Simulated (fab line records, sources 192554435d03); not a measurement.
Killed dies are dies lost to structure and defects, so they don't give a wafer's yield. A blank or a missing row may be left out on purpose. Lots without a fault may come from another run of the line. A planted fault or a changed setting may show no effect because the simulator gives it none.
fab line records | flow n5_finfet
record lots=10 wafers=30 last_day=15
route steps=1938 shown HKMG_FIN@456 MIM_BOT_ETCH@1867 PASSIVATION@1909
lots that met no fault: from a run of the same line without faults
start_h: hours from the record's first day to the start of the lot's first wafer shown | wait_h: hours since the lot's step before | " the same as in the row above | L1.1+2: a row that stands for several wafers | - no value, or no start given | * or withheld: withheld | < > ~ a bound
route shown NAME@n: a module of which the file shows steps, and the number in the route of the first | usual: mean/standard deviation of fault-free wafers | same: alike in all rows | chamber/n: place in a boat | sites: the reading at each site | _std_site: their standard deviation | _edge_site: outer sites' mean less inner sites' | radius_mm: how far each site lies from the wafer's centre | mask NAME#n: copy n | behind: the tool/chamber that last shaped the wafer | hold: why the lot was held/for how many hours/how that ended | device: the transistor (n, p or np) that didn't switch | end of line: the same wafers' tests at the end of the route | a step without rows: its recipe alone | killed: dies lost to structure and defects at the first sort, not the wafer's yield | map: a wafer's dies, x killed, . not, _ none there
set.NAME: the setting as run; set.NAME@STEP: as run at that earlier step | model.NAME: the simulator's own value behind a step, which no gauge read
steps of the route over a sample of lots; a table a step, a row a wafer
services: from which hour (start_h, from the record's first day; less than 0 if before it) a tool's chamber was out of use, for how many hours, and why
## steps
# step N5_HKMG_FIN_ALD_21
# recipe material=TiN target_thk_a=15 temp_c=400 ald_precursor_family=TiCl4 ald_co_reactant=NH3 pulse_time_s=1 purge_time_s=3 co_reactant_purge_time_s=2 co_reactant_pulse_time_s=2 ald_cycles=68 pressure_torr=3
# usual heater_power_w=909/110 precursor_pulse_height_rel=1.001/0.02
# columns lot.wafer tool chamber start_h wait_h heater_power_w precursor_pulse_height_rel
L286.2 ald_metal-04 3 79.03 0.3 951 0.982
L286.5 " 2 " " 767 1.010
L286.6 " 3 " " 925 1.015
L288.1 ald_metal-04 2 91.27 0.3 747 0.980
L288.2 " 3 " " 940 1.018
L288.4 " 1 " " 877 0.986
L293.3 ald_metal-04 3 120.75 0.1 917 1.028
L293.5 " 3 " " 950 1.004
L293.6 " 2 " " 774 1.026
L294.1 ald_metal-04 3 126.91 0.3 942 1.024
L294.3 " 1 " " 875 0.997
L294.6 " 2 " " 761 0.972
L295.2 ald_metal-04 3 132.30 0.3 907 0.987
L295.5 " 2 " " 764 0.979
L295.6 " 3 " " 942 1.044
L296.1 ald_metal-04 3 144.21 0.3 940 0.994
L296.2 " 1 " " 860 1.042
L296.5 " 0 " " 958 1.019
L297.2 ald_metal-04 1 149.09 0.3 882 1.017
L297.4 " 3 " " 944 1.018
L297.5 " 3 " " 939 1.015
L298.1 ald_metal-04 0 155.62 0.3 945 1.024
L298.2 " 2 " " 763 0.974
L298.6 " 3 " " 932 1.018
L300.1 ald_metal-04 3 166.01 0.3 930 1.013
L300.4 " 1 " " 842 0.964
L300.5 " 2 " " 754 0.981
L301.1 ald_metal-02 3 171.29 0.3 1014 0.997
L301.2 " 2 " " 984 0.995
L301.6 " 2 " " 985 1.040
# step N5_MIM_BOT_ETCH_ETCH_03
# recipe chemistry=Cl2/BCl3 target_depth_a=120 pressure_mtorr=8 icp_w=800 bias_w=100 Cl2_flow_sccm=20 bcl3_flow_sccm=80
# usual drypump_motor_current_A=5.9/0.34 oes_product_au=0.84/0.096 throttle_valve_pct=27.4/0.37
# columns lot.wafer tool chamber start_h wait_h drypump_motor_current_A oes_product_au rf_hours_counter_h throttle_valve_pct
L286.2 rie_metal-03 1 253.67 0.1 6.1 0.78 42 27.6
L286.5 " 1 " " 6.1 0.78 - 27.6
L286.6 " 0 " " 6.3 1.01 - 27.9
L288.1 rie_metal-02 1 270.24 0.1 5.7 0.61 123 27.4
L288.2 " 0 " " 5.4 0.78 37 27.1
L288.4 " 1 " " 5.7 0.62 - 27.4
L294.1 rie_metal-01 1 308.52 0.1 6.2 0.92 7 27.1
L294.3 " 1 " " 6.2 0.91 - 27.1
L294.6 " 0 " " 5.7 0.77 - 27.1
L293.3 rie_metal-02 0 308.73 0.1 5.4 0.77 - 27.1
L293.5 " 0 " " 5.4 0.76 - 27.1
L293.6 " 1 " " 5.8 1.01 - 26.9
L295.2 rie_metal-03 0 309.24 0.1 6.3 0.93 5 27.9
L295.5 " 0 " " 6.3 0.93 - 27.9
L295.6 " 1 " " 6.1 0.76 - 27.6
L297.2 rie_metal-02 1 325.97 0.1 5.7 0.98 3 26.9
L297.4 " 1 " " 5.8 0.98 - 26.9
L297.5 " 0 " " 5.4 0.76 - 27.1
L296.1 rie_metal-01 1 329.86 0.1 6.2 0.90 9 27.1
L296.2 " 0 " " 5.7 0.75 36 27.1
L296.5 " 0 " " 5.7 0.75 - 27.1
L298.1 rie_metal-02 1 344.70 0.1 5.7 0.96 5 26.9
L298.2 " 0 " " 5.4 0.75 45 27.1
L298.6 " 0 " " 5.4 0.77 - 27.1
L300.1 rie_metal-02 0 356.24 0.1 5.4 0.75 46 27.1
L300.4 " 1 " " 5.7 0.94 - 26.9
L300.5 " 1 " " 5.8 0.94 - 26.9
L301.1 rie_metal-01 1 356.32 0.1 6.2 0.88 11 27.1
L301.2 " 0 " " 5.7 0.75 38 27.1
L301.6 " 1 " " 6.2 0.89 - 27.1
# step N5_PASSIVATION_AL_ETCH_33
# recipe chemistry=Cl2/BCl3 target_depth_a=28000 over_etch_frac=0.15 Cl2_flow_sccm=180 bcl3_flow_sccm=60 target=Al stop_on=TaN time_s=466.7 ion_energy_ev=100 pressure_mtorr=10 icp_w=900 bias_w=100
# usual drypump_motor_current_A=5.9/0.34 oes_product_au=0.76/0.078 throttle_valve_pct=34.1/0.38
# same time_s=466.7
# columns lot.wafer tool chamber start_h wait_h drypump_motor_current_A oes_product_au rf_hours_counter_h throttle_valve_pct
L286.2 rie_metal-02 1 259.89 0.1 5.8 0.55 121 34.0
L286.5 " 0 " " 5.4 0.73 - 33.9
L286.6 " 1 " " 5.8 0.56 - 34.0
L288.1 rie_metal-01 0 273.62 0.1 5.7 0.71 31 33.9
L288.2 " 1 " " 6.2 0.83 4 34.1
L288.4 " 1 " " 6.2 0.85 - 34.0
L293.3 rie_metal-03 0 312.83 0.2 6.3 0.84 - 34.7
L293.5 " 0 " " 6.4 0.84 - 34.7
L293.6 " 1 " " 6.1 0.68 - 34.5
L294.1 rie_metal-02 0 312.85 0.1 5.4 0.69 41 33.9
L294.3 " 0 " " 5.4 0.69 - 33.9
L294.6 " 1 " " 5.7 0.88 - 33.5
L295.2 rie_metal-02 0 313.95 0.1 5.4 0.70 42 33.9
L295.5 " 1 " " 5.7 0.86 - 33.5
L295.6 " 0 " " 5.4 0.70 - 33.9
L297.2 rie_metal-02 0 329.24 0.1 5.4 0.69 43 33.9
L297.4 " 0 " " 5.4 0.70 - 33.9
L297.5 " 0 " " 5.5 0.70 - 33.9
L296.1 rie_metal-02 1 332.81 0.1 5.7 0.86 4 33.5
L296.2 " 0 " " 5.4 0.70 44 33.9
L296.5 " 1 " " 5.7 0.86 - 33.5
L298.1 rie_metal-02 1 349.04 0.1 5.7 0.85 5 33.5
L298.2 " 0 " " 5.4 0.70 45 33.8
L298.6 " 1 " " 5.7 0.84 - 33.5
L301.1 rie_metal-02 1 362.20 0.1 5.7 0.85 7 33.5
L301.2 " 0 " " 5.4 0.70 47 33.8
L301.6 " 1 " " 5.8 0.85 - 33.5
L300.1 rie_metal-03 1 362.52 0.1 6.1 0.68 51 34.5
L300.4 " 0 " " 6.4 0.81 - 34.7
L300.5 " 0 " " 6.4 0.82 - 34.7
# step N5_PASSIVATION_PASS_ETCH_47
# recipe chemistry=CF4/O2 target=SiNx target_depth_a=7700 time_s=385 ion_energy_ev=100 pressure_mtorr=40 source_w=535 bias_w=49 Ar_flow_sccm=100 cf4_flow_sccm=100 O2_flow_sccm=10
# usual drypump_motor_current_A=5.5/0.43 oes_f_703_au=0.80/0.072 oes_product_au=0.80/0.073 rf_vpp_V=241/4.7 showerhead_plenum_p_Torr=2.21/0.068 throttle_valve_pct=15.90/0.21
# same time_s=385
# columns lot.wafer tool chamber start_h wait_h drypump_motor_current_A oes_f_703_au oes_product_au rf_hours_counter_h rf_vpp_V showerhead_plenum_p_Torr throttle_valve_pct
L286.2 rie_diel-06 1 262.09 0.0 5.3 0.71 0.69 220 239 2.27 16.22
L286.5 " 1 " " 5.4 0.71 0.69 - 239 2.27 16.23
L286.6 " 0 " " 5.8 0.69 0.69 - 240 2.17 15.85
L288.1 rie_diel-06 3 275.30 0.0 4.9 0.84 0.86 44 234 2.15 16.00
L288.2 " 1 " " 5.3 0.71 0.68 226 237 2.27 16.25
L288.4 " 0 " " 5.8 0.69 0.69 242 241 2.17 15.87
L293.3 rie_diel-02 3 314.63 0.0 5.1 0.78 0.77 108 243 2.22 15.89
L293.5 " 0 " " 5.2 0.87 0.85 - 244 2.14 15.78
L293.6 " 1 " " 6.2 0.75 0.72 - 236 2.19 16.05
L294.1 rie_diel-03 1 315.00 0.0 6.2 0.94 0.92 20 242 2.17 16.03
L294.3 " 3 " " 6.2 0.79 0.79 133 233 2.22 15.81
L294.6 " 0 " " 5.4 0.91 0.92 - 250 2.34 15.58
L295.2 rie_diel-06 1 316.12 0.0 5.3 0.69 0.67 241 236 2.26 16.26
L295.5 " 3 " " 4.9 0.83 0.84 - 236 2.14 16.03
L295.6 " 2 " " 5.4 0.87 0.86 - 244 2.32 15.49
L297.2 rie_diel-03 2 331.01 0.0 5.5 0.68 0.71 192 251 2.28 16.06
L297.4 " 3 " " 6.2 0.79 0.78 139 234 2.22 15.82
L297.5 " 1 " " 6.2 0.94 0.89 - 243 2.17 16.05
L296.1 rie_diel-02 3 334.67 0.0 5.1 0.77 0.77 114 243 2.22 15.91
L296.2 " 1 " " 6.2 0.74 0.71 183 236 2.19 16.07
L296.5 " 2 " " 5.7 0.78 0.80 - 239 2.13 15.91
L298.1 rie_diel-02 1 350.77 0.0 6.2 0.73 0.71 189 235 2.19 16.09
L298.2 " 3 " " 5.1 0.76 0.77 121 244 2.22 15.94
L298.6 " 0 " " 5.2 0.86 0.84 - 244 2.14 15.82
L301.1 rie_diel-03 3 363.98 0.0 6.2 0.78 0.77 152 235 2.21 15.83
L301.2 " 2 " " 5.5 0.69 0.71 204 249 2.27 16.08
L301.6 " 0 " " 5.4 0.87 0.89 - 249 2.33 15.61
L300.1 rie_diel-03 1 364.57 0.0 6.2 0.91 0.88 38 242 2.17 16.08
L300.4 " 0 " " 5.4 0.87 0.89 49 245 2.33 15.63
L300.5 " 3 " " 6.2 0.77 0.77 - 235 2.21 15.85
# step N5_PASSIVATION_PROBE_49
# usual defect_limited_yield=91.0/1.4 killed_at_M0_to_M3=35/10 killed_at_M4_up=13/6 killed_at_contacts=13/6.4 killed_at_front_end=42/12 killed_at_other=3.2/2.4 killed_dies=107/17 killed_open=69/13 killed_short=33/7.3 sort_bin_4_leakage=0.00/0.022 sort_bin_5_function=5.3/0.92 sort_bin_6_memory=3.3/0.66 sort_bin_8_speed=0.00/0.035 sort_n_pass=1073/17 sort_yield_pct=90.9/1.4
# same gross_dies=1180 killed_at_back_side=0
# columns lot.wafer tool chamber start_h wait_h defect_limited_yield[%] killed_at_M0_to_M3 killed_at_M4_up killed_at_contacts killed_at_front_end killed_at_other killed_dies killed_open killed_short sort_bin_4_leakage[%] sort_bin_5_function[%] sort_bin_6_memory[%] sort_bin_8_speed[%] sort_n_pass sort_yield_pct[%]
L286.2 prober-02 - 265.21 0.1 90.7 33 10 18 46 3 110 67 38 0 5.2 3.6 0 1070 90.7
L286.5 prober-02 - 265.36 0.2 91.1 25 13 20 43 4 105 71 29 0 4.7 3.5 0 1075 91.1
L286.6 prober-02 - 265.41 0.3 88.6 27 12 20 74 2 135 75 57 0 6.8 4.3 0 1045 88.6
L293.3 prober-02 - 317.78 0.1 89.0 46 12 10 57 5 130 81 35 0 6.2 4.1 0 1050 89.0
L293.5 prober-02 - 317.88 0.2 92.3 41 7 9 32 2 91 46 41 0 4.0 3.2 0 1089 92.3
L293.6 prober-02 - 317.93 0.3 93.1 26 17 6 28 4 81 47 25 0 4.4 2.1 0 1099 93.1
L294.1 prober-01 - 318.02 0.0 91.8 22 11 19 38 7 97 63 27 0 5.1 2.8 0 1083 91.8
L294.3 prober-01 - 318.12 0.1 87.9 43 21 20 49 10 143 95 39 0 6.5 5.3 0 1037 87.9
L294.6 prober-01 - 318.27 0.3 92.4 38 18 7 26 1 90 56 33 0 4.7 2.6 0 1090 92.4
L297.4 prober-01 - 334.17 0.2 93.1 28 8 12 32 2 82 55 22 0 4.1 2.6 0 1098 93.1
L296.1 prober-01 - 337.72 0.0 89.7 43 21 16 39 3 122 82 33 0 6.1 3.6 0 1058 89.7
L296.2 prober-01 - 337.77 0.1 93.1 29 9 16 27 1 82 52 25 0.08 4.4 2.4 0 1097 93.0
L298.1 prober-01 - 353.77 0.0 92.0 29 14 15 34 2 94 54 31 0.08 4.9 2.7 0 1085 91.9
L298.2 prober-01 - 353.82 0.1 81.6 14 8 8 185 2 217 54 21 0 11.3 4.5 0 963 81.6
L298.6 prober-01 - 354.02 0.3 93.6 36 10 8 22 0 76 50 24 0 3.1 3.2 0 1104 93.6
L300.1 prober-02 - 368.96 0.0 88.7 67 22 10 33 1 133 83 44 0 6.7 4.2 0 1047 88.7
L300.4 prober-02 - 369.11 0.2 94.1 22 7 10 25 6 70 39 28 0 3.7 1.9 0 1110 94.1
L300.5 prober-02 - 369.16 0.2 82.4 28 10 11 156 3 208 36 31 0 11.0 3.5 0 972 82.4
# killed by level:class
L286.2 MOL_CONTACT_COAG:geometric_particle:open=18 GATE_CUT:geometric_particle:short=7 BEOL_M0_SAQP:geometric_particle:short=7 BEOL_M2:geometric_particle:open=7 ILD0:geometric_particle:open=6 GATE_CUT:geometric_particle:open=6 FIN_SAQP:geometric_particle:short=5 BEOL_M4:geometric_particle:open=5
L286.5 MOL_CONTACT_COAG:geometric_particle:open=15 STI_FIN_REVEAL:geometric_particle:open=7 DUMMY_GATE:geometric_particle:open=6 BEOL_M1:geometric_particle:open=6 FIN_SAQP:geometric_particle:short=5 FIN_SAQP:geometric_particle:open=5 GATE_CUT:geometric_particle:short=5 GATE_CUT:geometric_particle:open=5
L286.6 FIN_SAQP:geometric_particle:short=15 MOL_CONTACT_COAG:geometric_particle:open=13 STI_FIN_REVEAL:geometric_particle:open=11 GATE_CUT:geometric_particle:open=9 GATE_CUT:geometric_particle:short=9 STARTING-WAFER:geometric_particle:short=8 MOL_CONTACT_COAG:geometric_particle:short=7 BEOL_M0_SAQP:geometric_particle:short=7
L293.3 STI_FIN_REVEAL:geometric_particle:open=20 BEOL_M0_SAQP:geometric_particle:open=13 BEOL_M0_SAQP:geometric_particle:short=10 BEOL_M2:geometric_particle:open=9 MOL_CONTACT_COAG:geometric_particle:open=9 DUMMY_GATE:geometric_particle:open=8 FIN_SAQP:geometric_particle:open=7 HKMG_FIN:area_etch=6
L293.5 BEOL_M0_SAQP:geometric_particle:short=14 STI_FIN_REVEAL:geometric_particle:open=10 BEOL_M0_SAQP:geometric_particle:open=7 BEOL_M1:geometric_particle:open=7 MOL_CONTACT_COAG:geometric_particle:open=6 BEOL_M2:geometric_particle:open=6 STARTING-WAFER:geometric_particle:short=6 GATE_CUT:geometric_particle:short=3
L293.6 BEOL_M2:geometric_particle:open=7 DUMMY_GATE:geometric_particle:open=5 MOL_CONTACT_COAG:geometric_particle:open=5 BEOL_M0_SAQP:geometric_particle:open=4 BEOL_M0_SAQP:geometric_particle:short=4 BEOL_M4:geometric_particle:open=4 STARTING-WAFER:geometric_particle:open=4 FIN_SAQP:geometric_particle:short=3
L294.1 FIN_SAQP:geometric_particle:open=18 MOL_CONTACT_COAG:geometric_particle:open=14 FIN_SAQP:geometric_particle:short=6 BEOL_M3:geometric_particle:open=6 STI_FIN_REVEAL:geometric_particle:open=4 BEOL_M0_SAQP:geometric_particle:short=4 STARTING-WAFER:geometric_particle:short=4 MOL_CONTACT_COAG:geometric_particle:short=3
L294.3 FIN_SAQP:geometric_particle:open=13 MOL_CONTACT_COAG:geometric_particle:open=13 FIN_SAQP:geometric_particle:short=11 BEOL_M1:geometric_particle:open=9 BEOL_M4:geometric_particle:open=8 BEOL_M0:geometric_particle:open=6 BEOL_M2:geometric_particle:open=6 BEOL_M0_SAQP:geometric_particle:short=5
L294.6 BEOL_M0_SAQP:geometric_particle:short=11 BEOL_M0_SAQP:geometric_particle:open=8 BEOL_M3:geometric_particle:open=8 GATE_CUT:geometric_particle:open=6 MOL_CONTACT_COAG:geometric_particle:open=6 BEOL_M5:geometric_particle:open=5 BEOL_M4:geometric_particle:open=4 FIN_SAQP:geometric_particle:short=3
L297.4 MOL_CONTACT_COAG:geometric_particle:open=9 FIN_SAQP:geometric_particle:open=8 DUMMY_GATE:geometric_particle:open=7 BEOL_M0_SAQP:geometric_particle:short=7 BEOL_M1:geometric_particle:open=5 BEOL_M0_SAQP:geometric_particle:open=4 BEOL_M2:geometric_particle:open=4 BEOL_M4:geometric_particle:open=4
L296.1 BEOL_M0_SAQP:geometric_particle:open=21 FIN_SAQP:geometric_particle:open=16 BEOL_M4:geometric_particle:open=14 BEOL_M0_SAQP:geometric_particle:short=13 MOL_CONTACT_COAG:geometric_particle:open=9 MOL_CONTACT_COAG:geometric_particle:short=7 FIN_SAQP:geometric_particle:short=4 ILD0:geometric_particle:short=3
L296.2 MOL_CONTACT_COAG:geometric_particle:open=14 BEOL_M0_SAQP:geometric_particle:short=8 BEOL_M0_SAQP:geometric_particle:open=8 BEOL_M4:geometric_particle:open=5 BEOL_M1:geometric_particle:open=4 FIN_SAQP:geometric_particle:open=3 FIN_SAQP:geometric_particle:short=3 STI_FIN_REVEAL:geometric_particle:open=3
L298.1 BEOL_M4:geometric_particle:open=9 DUMMY_GATE:geometric_particle:open=8 FIN_SAQP:geometric_particle:short=7 MOL_CONTACT_COAG:geometric_particle:open=7 STI_FIN_REVEAL:geometric_particle:open=6 BEOL_M0_SAQP:geometric_particle:open=6 BEOL_M2:geometric_particle:open=5 BEOL_M0_SAQP:geometric_particle:short=5
L298.2 HKMG_FIN:unspecified=133 STI_FIN_REVEAL:geometric_particle:open=18 DUMMY_GATE:geometric_particle:open=6 MOL_CONTACT_COAG:geometric_particle:open=6 STI_FIN_REVEAL:geometric_particle:short=4 GATE_CUT:geometric_particle:short=4 BEOL_M2:geometric_particle:open=4 HKMG_FIN:area_etch=4
L298.6 STI_FIN_REVEAL:geometric_particle:open=9 BEOL_M0_SAQP:geometric_particle:short=8 BEOL_M0_SAQP:geometric_particle:open=7 BEOL_M4:geometric_particle:open=7 BEOL_M2:geometric_particle:open=7 BEOL_M3:geometric_particle:open=7 MOL_CONTACT_COAG:geometric_particle:open=4 MOL_CONTACT_COAG:geometric_particle:short=3
L300.1 BEOL_M0_SAQP:geometric_particle:open=18 BEOL_M0_SAQP:geometric_particle:short=17 BEOL_M3:geometric_particle:open=11 BEOL_M4:geometric_particle:open=10 FIN_SAQP:geometric_particle:short=9 DUMMY_GATE:geometric_particle:open=8 MOL_CONTACT_COAG:geometric_particle:open=8 BEOL_M1:geometric_particle:open=7
L300.4 BEOL_M0_SAQP:geometric_particle:short=8 FIN_SAQP:geometric_particle:open=6 FIN_SAQP:geometric_particle:short=6 MOL_CONTACT_COAG:geometric_particle:open=6 BEOL_M1:geometric_particle:open=5 MIM_TOP_ETCH:geometric_particle:open=4 BEOL_M0_SAQP:geometric_particle:open=3 BEOL_M3:geometric_particle:open=3
L300.5 HKMG_FIN:unspecified=135 MOL_CONTACT_COAG:geometric_particle:open=8 BEOL_M0_SAQP:geometric_particle:short=8 FIN_SAQP:geometric_particle:short=6 BEOL_M0_SAQP:geometric_particle:open=6 BEOL_M1:geometric_particle:open=4 MOL_CONTACT_COAG:geometric_particle:short=3 BEOL_M3:geometric_particle:open=3
## services
# columns tool chamber start_h hours kind
ald_metal-04 - 71.26 0.6 repair
ald_metal-04 - 111.78 6.0 pm
ald_metal-02 - 120.90 2.0 repair
rie_diel-06 1 126.45 1.2 repair
rie_metal-01 - 128.06 2.8 pm
ald_metal-02 - 139.38 8.7 pm
rie_metal-02 - 147.84 14.6 pm
ald_metal-04 1 150.24 13.8 repair
rie_metal-03 0 158.61 3.8 repair
rie_metal-03 1 163.11 14.1 repair
ald_metal-04 3 173.96 39.0 repair
rie_diel-06 - 178.23 14.6 pm
rie_metal-01 - 196.93 28.1 pm
rie_metal-03 1 203.24 1.1 repair
rie_diel-06 2 210.88 4.2 repair
ald_metal-04 - 245.53 8.7 pm
rie_diel-06 - 246.45 15.6 pm
rie_metal-03 - 250.51 0.1 repair
rie_diel-03 1 272.43 3.8 repair
rie_diel-06 1 325.72 3.3 repair
rie_diel-06 0 334.10 3.4 repair
rie_diel-06 3 336.91 10.0 repair
rie_diel-06 - 351.65 0.6 repair
rie_diel-03 1 356.01 2.6 repair
## key
first_sign step=N5_PASSIVATION_PROBE_49 reading=killed_at_front_end direction=up sigmas=11 usual=42 struck=170
effect step=N5_PASSIVATION_PROBE_49 reading=killed_dies direction=up sigmas=6.4 usual=107 struck=212
more_kills_born_at N5_HKMG_FIN_ALD_21@ald_metal-04=268
met_at N5_HKMG_FIN_ALD_21
struck_lots L298,L300
struck_wafers L298.2,L300.5
not_acting_at N5_MIM_BOT_ETCH_ETCH_03,N5_PASSIVATION_AL_ETCH_33,N5_PASSIVATION_PASS_ETCH_47
onset_between 132.30 155.62
fault kind=chamber_particle_source tool=ald_metal-04 chamber=2 onset_h=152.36 steps=N5_HKMG_FIN_ALD_21 rate_per_visit_cm2=1.1077 end_h=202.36
